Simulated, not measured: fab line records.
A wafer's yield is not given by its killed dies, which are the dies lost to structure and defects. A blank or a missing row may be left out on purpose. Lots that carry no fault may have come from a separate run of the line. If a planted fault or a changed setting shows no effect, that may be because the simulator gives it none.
Which tool was responsible? ; flow n5_finfet ; 66 wafers from 22 lots sampled at 6 of the route's 1938 steps

== WHAT THE GAUGES READ, wafer by wafer ==
The record lacks any reading of a measuring or inspecting step that a usual standard deviation could be used to judge.

== EACH LOT AND THE TOOL THAT RAN IT (in order: tool; ch and the chambers of the sampled wafers; start) ==
lot;N5_BEOL_M14_ANNEAL_48;N5_BEOL_M15_STRIP_64;N5_BEOL_M15_STRIP_36;N5_BEOL_M15_ETCH_38;N5_MIM_TOP_ALD_00;N5_MIM_BOT_LITHO_DESCUM_10
L074;rtp_anneal-02 ch 0, day 11 07:28;rie_diel-03 ch 0,3, day 11 12:13 or earlier;rie_diel-01 ch 0,1,3, day 11 12:13;rie_diel-01 ch 0,1,3, day 11 16:11 or earlier;ald_hk-03 ch 1,2, day 11 16:11;rie_diel-06 ch 1,2, day 11 20:23
L076;rtp_anneal-01 ch 0, day 11 10:50;rie_diel-01 ch 0,1,3, day 11 15:54 or earlier;rie_diel-04 ch 1,2,3, day 11 15:54;rie_diel-04 ch 1,2,3, day 11 19:51 or earlier;ald_hk-02 ch 0,1,2, day 11 19:51;rie_diel-05 ch 2,3, day 11 22:16
L075;rtp_anneal-02 ch 0, day 11 12:58;rie_diel-03 ch 2,3, day 11 18:33 or earlier;rie_diel-03 ch 2,3, day 11 18:33;rie_diel-03 ch 2,3, day 11 22:01 or earlier;ald_hk-01 ch 2,3, day 11 22:01;rie_diel-06 ch 0,3, day 12 01:56
L077;rtp_anneal-02 ch 0, day 11 22:05;rie_diel-03 ch 0,1,2, day 12 01:46 or earlier;rie_diel-01 ch 0,1,3, day 12 01:46;rie_diel-01 ch 0,1,3, day 12 05:38 or earlier;ald_hk-02 ch 0,2,3, day 12 05:38;rie_diel-05 ch 0,1,2, day 12 08:36
L078;rtp_anneal-01 ch 0, day 12 02:11;rie_diel-03 ch 0,3, day 12 06:41 or earlier;rie_diel-01 ch 0,2, day 12 06:41;rie_diel-01 ch 0,2, day 12 12:40 or earlier;ald_hk-03 ch 0,1,2, day 12 12:40;rie_diel-06 ch 1,3, day 12 14:50
L081;rtp_anneal-02 ch 0, day 13 03:35;rie_diel-01 ch 0,1,3, day 13 08:32 or earlier;rie_diel-03 ch 0,2,3, day 13 08:32;rie_diel-03 ch 0,2,3, day 13 13:04 or earlier;ald_hk-02 ch 0,2,3, day 13 13:04;rie_diel-02 ch 1,2, day 13 15:23
L080;rtp_anneal-02 ch 0, day 13 09:29;rie_diel-03 ch 0,2, day 13 12:51 or earlier;rie_diel-04 ch 1,2, day 13 12:51;rie_diel-04 ch 1,2, day 13 16:36 or earlier;ald_hk-02 ch 0,2,3, day 13 16:36;rie_diel-02 ch 1,2, day 13 19:39
L082;rtp_anneal-01 ch 0, day 13 14:04;rie_diel-03 ch 0,3, day 13 18:18 or earlier;rie_diel-03 ch 2,3, day 13 18:18;rie_diel-03 ch 2,3, day 13 22:09 or earlier;ald_hk-02 ch 2,3, day 13 22:09;rie_diel-06 ch 1,2, day 14 00:28
L083;rtp_anneal-01 ch 0, day 14 00:21;rie_diel-03 ch 0,3, day 14 04:36 or earlier;rie_diel-03 ch 0,3, day 14 04:36;rie_diel-03 ch 0,3, day 14 10:20 or earlier;ald_hk-02 ch 0,1,3, day 14 10:20;rie_diel-06 ch 0,2,3, day 14 12:31
L084;rtp_anneal-01 ch 0, day 14 01:26;rie_diel-01 ch 0,1,2, day 14 05:46 or earlier;rie_diel-03 ch 0,1,2, day 14 05:46;rie_diel-03 ch 0,1,2, day 14 10:34 or earlier;ald_hk-03 ch 0,1,3, day 14 10:34;rie_diel-06 ch 2,3, day 14 12:44
L086;rtp_anneal-02 ch 0, day 14 02:47;rie_diel-04 ch 1,3, day 14 06:55 or earlier;rie_diel-03 ch 0,1,2, day 14 06:55;rie_diel-03 ch 0,1,2, day 14 10:53 or earlier;ald_hk-01 ch 0,3, day 14 10:53;rie_diel-05 ch 0,3, day 14 13:02
L087;rtp_anneal-02 ch 0, day 14 22:12;rie_diel-01 ch 0,2, day 15 04:16 or earlier;rie_diel-03 ch 0,1,3, day 15 04:16;rie_diel-03 ch 0,1,3, day 15 08:49 or earlier;ald_hk-02 ch 0,1,3, day 15 08:49;rie_diel-05 ch 1,2, day 15 10:53
L090;rtp_anneal-01 ch 0, day 15 13:56;rie_diel-04 ch 1,3, day 15 17:50 or earlier;rie_diel-01 ch 0,2,3, day 15 17:50;rie_diel-01 ch 0,2,3, day 16 00:05 or earlier;ald_hk-01 ch 1,2,3, day 16 00:05;rie_diel-06 ch 0,2,3, day 16 02:19
L088;rtp_anneal-01 ch 0, day 15 16:07;rie_diel-03 ch 1,2,3, day 15 23:57 or earlier;rie_diel-01 ch 0,1, day 15 23:57;rie_diel-01 ch 0,1, day 16 03:35 or earlier;ald_hk-03 ch 0,2,3, day 16 03:35;rie_diel-06 ch 1,2,3, day 16 07:23
L091;rtp_anneal-02 ch 0, day 16 00:52;rie_diel-04 ch 0,3, day 16 06:08 or earlier;rie_diel-03 ch 0,2,3, day 16 06:08;rie_diel-03 ch 0,2,3, day 16 09:52 or earlier;ald_hk-03 ch 0,1, day 16 09:52;rie_diel-02 ch 0,1, day 16 12:21
L089;rtp_anneal-02 ch 0, day 16 01:32;rie_diel-04 ch 0,2,3, day 16 07:10 or earlier;rie_diel-04 ch 1,2,3, day 16 07:10;rie_diel-04 ch 1,2,3, day 16 13:26 or earlier;ald_hk-03 ch 0,3, day 16 13:26;rie_diel-05 ch 0,1,2, day 16 16:26
L093;rtp_anneal-01 ch 0, day 16 14:02;rie_diel-01 ch 0,1,2, day 16 19:01 or earlier;rie_diel-01 ch 0,2, day 16 19:01;rie_diel-01 ch 0,2, day 16 22:34 or earlier;ald_hk-01 ch 0,2, day 16 22:34;rie_diel-02 ch 0,1,2, day 17 00:41
L092;rtp_anneal-01 ch 0, day 16 14:16;rie_diel-03 ch 1,2,3, day 16 19:08 or earlier;rie_diel-03 ch 0,2,3, day 16 19:08;rie_diel-03 ch 0,2,3, day 16 22:56 or earlier;ald_hk-03 ch 0,1,3, day 16 22:56;rie_diel-06 ch 0,1,3, day 17 02:58
L094;rtp_anneal-01 ch 0, day 16 15:25;rie_diel-01 ch 0,2,3, day 16 19:41 or earlier;rie_diel-03 ch 1,2,3, day 16 19:41;rie_diel-03 ch 1,2,3, day 16 23:10 or earlier;ald_hk-02 ch 0,1,3, day 16 23:10;rie_diel-02 ch 0,1,2, day 17 03:08
L095;rtp_anneal-01 ch 0, day 16 23:04;rie_diel-04 ch 0,2, day 17 07:17 or earlier;rie_diel-01 ch 1,2,3, day 17 07:17;rie_diel-01 ch 1,2,3, day 17 13:13 or earlier;ald_hk-02 ch 0,1,3, day 17 13:13;rie_diel-06 ch 1,2, day 17 15:06
L096;rtp_anneal-02 ch 0, day 17 21:32;rie_diel-03 ch 0,1, day 18 08:37 or earlier;rie_diel-03 ch 0,1,3, day 18 08:37;rie_diel-03 ch 0,1,3, day 18 12:01 or earlier;ald_hk-02 ch 2,3, day 18 12:01;rie_diel-06 ch 0,3, day 18 17:59
L097;rtp_anneal-02 ch 0, day 17 23:58;rie_diel-04 ch 0,1,3, day 18 08:52 or earlier;rie_diel-03 ch 0,1,3, day 18 08:52;rie_diel-03 ch 0,1,3, day 18 12:35 or earlier;ald_hk-03 ch 1,2, day 18 12:35;rie_diel-06 ch 1,2, day 18 18:17
- N5_BEOL_M14_ANNEAL_48: time 90 s.
- N5_BEOL_M15_STRIP_64: strips in O2.
- N5_BEOL_M15_STRIP_36: strips in O2.
- N5_BEOL_M15_ETCH_38: etches SiCN in CF4/N2, target depth 106.4 nm, time 120.5 s.
- N5_MIM_TOP_ALD_00: deposits Al2O3, purge time 3 s, co reactant pulse time 3 s.
- N5_MIM_BOT_LITHO_DESCUM_10: chemistry O2, time 7.9 s.

== AS READ BY THE TOOLS THEMSELVES (means over the sampled wafers that have a number; for cases with no such wafer, the mark the record gives instead) ==
N5_BEOL_M14_ANNEAL_48. Usual: wafer_temp_C_max at 226.3, with a standard deviation of 0.34.
lot;tool;wafer_temp_C_max;flag
L074;rtp_anneal-02;226.0;
L076;rtp_anneal-01;226.5;
L075;rtp_anneal-02;225.8;
L077;rtp_anneal-02;226.3;
L078;rtp_anneal-01;226.4;
L081;rtp_anneal-02;226.3;
L080;rtp_anneal-02;226.3;
L082;rtp_anneal-01;226.5;
L083;rtp_anneal-01;226.9;
L084;rtp_anneal-01;226.8;
L086;rtp_anneal-02;226.1;
L087;rtp_anneal-02;226.2;
L090;rtp_anneal-01;226.6;
L088;rtp_anneal-01;226.4;
L091;rtp_anneal-02;226.2;
L089;rtp_anneal-02;225.9;
L093;rtp_anneal-01;226.4;
L092;rtp_anneal-01;226.5;
L094;rtp_anneal-01;226.6;
L095;rtp_anneal-01;226.4;
L096;rtp_anneal-02;226.0;
L097;rtp_anneal-02;226.5;

N5_BEOL_M15_STRIP_64. Usual: drypump_motor_current_A 5.8 A, standard deviation 0.6; oes_product_au 0.80 a.u., standard deviation 0.086; rf_vpp_V 3.7 V, standard deviation 0.52; showerhead_plenum_p_Torr 2.10 Torr, standard deviation 0.07; throttle_valve_pct 16.66 %, standard deviation 0.27.
lot;tool;drypump_motor_current_A (A);oes_product_au (a.u.);rf_vpp_V (V);showerhead_plenum_p_Torr (Torr);throttle_valve_pct (%);flag
L074;rie_diel-03;5.4;0.79;4.2;2.14;16.45;
L076;rie_diel-01;5.4;0.80;3.5;2.07;16.67;
L075;rie_diel-03;5.8;0.68;3.7;2.06;16.95;
L077;rie_diel-03;5.3;0.74;4.0;2.06;16.60;
L078;rie_diel-03;5.4;0.78;3.4;2.14;16.45;
L081;rie_diel-01;5.4;0.80;3.1;2.07;16.70;
L080;rie_diel-03;5.2;0.86;3.3;2.16;16.38;
L082;rie_diel-03;5.4;0.77;3.1;2.13;16.48;
L083;rie_diel-03;5.8;0.73;4.0;2.14;16.65;
L084;rie_diel-01;5.4;0.80;3.5;2.06;16.58;
L086;rie_diel-04;6.6;0.72;3.5;2.03;17.00;
L087;rie_diel-01;5.6;0.85;4.5;2.05;16.30;
L090;rie_diel-04;6.6;0.70;3.3;2.02;17.02;
L088;rie_diel-03;5.7;0.86;3.6;2.15;16.48;
L091;rie_diel-04;6.3;0.74;3.8;2.03;17.06;
L089;rie_diel-04;6.0;0.78;4.0;2.08;16.96;
L093;rie_diel-01;5.4;0.87;3.6;2.05;16.45;
L092;rie_diel-03;5.7;0.85;4.1;2.15;16.50;
L094;rie_diel-01;5.7;0.83;4.1;2.05;16.44;
L095;rie_diel-04;5.7;0.81;3.7;2.13;16.87;
L096;rie_diel-03;5.1;0.75;3.6;2.08;16.42;
L097;rie_diel-04;6.3;0.85;3.8;2.15;16.79;

N5_BEOL_M15_STRIP_36. Usual: drypump_motor_current_A 5.6 A, standard deviation 0.58; oes_product_au 0.82 a.u., standard deviation 0.09; rf_vpp_V 3.5 V, standard deviation 0.92; showerhead_plenum_p_Torr 2.10 Torr, standard deviation 0.072; throttle_valve_pct 16.58 %, standard deviation 0.25.
lot;tool;drypump_motor_current_A (A);oes_product_au (a.u.);rf_vpp_V (V);showerhead_plenum_p_Torr (Torr);throttle_valve_pct (%);flag
L074;rie_diel-01;5.5;0.80;4.3;2.07;16.66;
L076;rie_diel-04;6.3;0.78;3.6;2.08;16.89;
L075;rie_diel-03;6.0;0.70;3.5;2.11;16.88;
L077;rie_diel-01;5.4;0.79;3.6;2.07;16.69;
L078;rie_diel-01;5.2;0.87;3.7;2.08;16.36;
L081;rie_diel-03;5.6;0.82;4.2;2.18;16.54;
L080;rie_diel-04;6.0;0.80;3.7;2.13;16.77;
L082;rie_diel-03;6.0;0.77;4.6;2.19;16.72;
L083;rie_diel-03;5.8;0.73;2.8;2.14;16.65;
L084;rie_diel-03;5.3;0.82;4.0;2.14;16.44;
L086;rie_diel-03;5.3;0.82;3.2;2.14;16.44;
L087;rie_diel-03;5.5;0.84;3.8;2.11;16.42;
L090;rie_diel-01;5.8;0.84;2.8;2.05;16.44;
L088;rie_diel-01;5.1;0.94;4.6;2.07;16.57;
L091;rie_diel-03;5.6;0.88;2.7;2.17;16.45;
L089;rie_diel-04;6.3;0.75;3.7;2.07;16.91;
L093;rie_diel-01;5.7;0.84;3.2;2.04;16.33;
L092;rie_diel-03;5.6;0.88;3.2;2.17;16.46;
L094;rie_diel-03;5.7;0.85;3.9;2.15;16.50;
L095;rie_diel-01;5.9;0.87;3.4;2.03;16.48;
L096;rie_diel-03;5.5;0.81;3.6;2.10;16.42;
L097;rie_diel-03;5.5;0.81;4.7;2.10;16.46;

N5_BEOL_M15_ETCH_38. Usual: drypump_motor_current_A 5.6 A, standard deviation 0.58; oes_product_au 0.82 a.u., standard deviation 0.089; rf_fwd_power_W 428.7 W, standard deviation 1.4; rf_vpp_V 382.4 V, standard deviation 1.7; showerhead_plenum_p_Torr 2.22 Torr, standard deviation 0.067; throttle_valve_pct 15.35 %, standard deviation 0.22.
lot;tool;drypump_motor_current_A (A);oes_product_au (a.u.);rf_fwd_power_W (W);rf_vpp_V (V);showerhead_plenum_p_Torr (Torr);throttle_valve_pct (%);flag
L074;rie_diel-01;5.4;0.79;428.3;382.4;2.18;15.44;
L076;rie_diel-04;6.3;0.77;429.2;381.7;2.19;15.60;
L075;rie_diel-03;6.0;0.69;430.8;382.1;2.21;15.62;
L077;rie_diel-01;5.4;0.78;427.8;381.1;2.18;15.47;
L078;rie_diel-01;5.2;0.87;428.0;381.6;2.21;15.21;
L081;rie_diel-03;5.6;0.81;428.1;383.2;2.28;15.28;
L080;rie_diel-04;6.0;0.80;428.2;382.9;2.24;15.52;
L082;rie_diel-03;6.0;0.77;429.5;384.3;2.30;15.46;
L083;rie_diel-03;5.9;0.72;429.1;383.3;2.25;15.42;
L084;rie_diel-03;5.3;0.81;428.8;383.4;2.25;15.24;
L086;rie_diel-03;5.3;0.81;429.2;382.7;2.25;15.24;
L087;rie_diel-03;5.5;0.84;429.1;383.6;2.22;15.21;
L090;rie_diel-01;5.7;0.84;430.1;381.1;2.17;15.26;
L088;rie_diel-01;5.1;0.95;427.6;381.5;2.17;15.30;
L091;rie_diel-03;5.6;0.88;428.7;384.3;2.27;15.16;
L089;rie_diel-04;6.3;0.74;429.1;381.0;2.18;15.66;
L093;rie_diel-01;5.7;0.85;430.5;381.2;2.17;15.20;
L092;rie_diel-03;5.6;0.87;429.2;383.0;2.27;15.17;
L094;rie_diel-03;5.7;0.85;429.9;383.8;2.26;15.27;
L095;rie_diel-01;5.9;0.87;429.0;380.8;2.15;15.28;
L096;rie_diel-03;5.5;0.80;428.4;382.7;2.22;15.26;
L097;rie_diel-03;5.5;0.81;429.3;382.1;2.22;15.25;

N5_MIM_TOP_ALD_00. Usual: precursor_pulse_height_rel at 1.000, with a standard deviation of 0.021.
lot;tool;precursor_pulse_height_rel;flag
L074;ald_hk-03;1.002;
L076;ald_hk-02;1.012;
L075;ald_hk-01;0.994;
L077;ald_hk-02;1.000;
L078;ald_hk-03;1.011;
L081;ald_hk-02;1.009;
L080;ald_hk-02;1.031;
L082;ald_hk-02;0.999;
L083;ald_hk-02;1.014;
L084;ald_hk-03;0.983;
L086;ald_hk-01;1.005;
L087;ald_hk-02;1.014;
L090;ald_hk-01;1.010;
L088;ald_hk-03;1.004;
L091;ald_hk-03;0.989;
L089;ald_hk-03;1.007;
L093;ald_hk-01;0.964;
L092;ald_hk-03;1.008;
L094;ald_hk-02;1.005;
L095;ald_hk-02;1.003;
L096;ald_hk-02;0.997;
L097;ald_hk-03;1.004;

N5_MIM_BOT_LITHO_DESCUM_10. Usual: bias_power_w is 20.00 W with standard deviation 0.065, drypump_motor_current_A is 5.9 A with standard deviation 0.58, oes_product_au is 0.81 a.u. with standard deviation 0.082, rf_fwd_power_W is 49.59 W with standard deviation 0.18, rf_vpp_V is 242.8 V with standard deviation 1.6, showerhead_plenum_p_Torr is 2.09 Torr with standard deviation 0.084, and throttle_valve_pct is 20.41 % with standard deviation 0.23.
lot;tool;bias_power_w (W);drypump_motor_current_A (A);oes_product_au (a.u.);rf_fwd_power_W (W);rf_vpp_V (V);showerhead_plenum_p_Torr (Torr);throttle_valve_pct (%);flag
L074;rie_diel-06;19.98;6.0;0.90;49.62;243.9;2.17;20.25;
L076;rie_diel-05;19.98;6.0;0.72;49.73;242.1;2.07;20.46;
L075;rie_diel-06;19.98;5.9;0.69;49.70;242.6;2.10;20.76;
L077;rie_diel-05;19.99;6.3;0.77;49.69;241.8;2.04;20.42;
L078;rie_diel-06;20.02;6.3;0.76;49.47;244.3;2.18;20.50;
L081;rie_diel-02;19.95;6.0;0.76;49.57;242.7;2.02;20.34;
L080;rie_diel-02;20.06;6.0;0.77;49.72;241.3;2.02;20.34;
L082;rie_diel-06;20.00;6.1;0.86;49.45;242.7;2.10;20.38;
L083;rie_diel-06;20.12;5.9;0.82;49.65;243.6;2.14;20.56;
L084;rie_diel-06;19.98;6.3;0.79;49.53;242.4;2.08;20.57;
L086;rie_diel-05;19.95;5.6;0.74;49.74;241.6;2.00;20.20;
L087;rie_diel-05;19.94;6.4;0.87;49.83;241.0;2.05;20.35;
L090;rie_diel-06;19.94;5.8;0.81;49.59;243.6;2.14;20.57;
L088;rie_diel-06;19.98;6.2;0.78;49.44;243.8;2.13;20.48;
L091;rie_diel-02;19.96;5.2;0.79;49.53;241.5;2.03;20.34;
L089;rie_diel-05;19.94;6.3;0.83;49.69;241.3;2.02;20.33;
L093;rie_diel-02;20.00;5.6;0.76;49.58;240.9;2.02;20.36;
L092;rie_diel-06;19.96;5.8;0.80;49.48;245.6;2.19;20.48;
L094;rie_diel-02;19.99;5.6;0.76;49.51;242.5;2.02;20.35;
L095;rie_diel-06;20.03;6.1;0.84;49.63;241.9;2.09;20.42;
L096;rie_diel-06;20.05;6.0;0.91;49.45;244.4;2.17;20.37;
L097;rie_diel-06;20.03;6.1;0.81;49.49;243.7;2.09;20.44;

== THE ANSWER, worked out from the rows above alone ==
Rule: take the mean of a lot's wafers that have a number; if it is more than 3 standard deviations from the usual mean, the lot is off. Also off: a lot with no number at a reading for which 4 or more lots have one. All remaining lots with rows at the step are treated as sound. Order of review: gauges by route order, followed by the tools' own readings, for which a lot's mean as printed above is used. The first step at which some lot is off is used, and at that step the reading that is off furthest; a lot without a number counts as furthest.
None of the lots is off at any reading shown; this tells nothing.

== WHAT HAD BEEN PUT IN BY THE SIMULATOR ==
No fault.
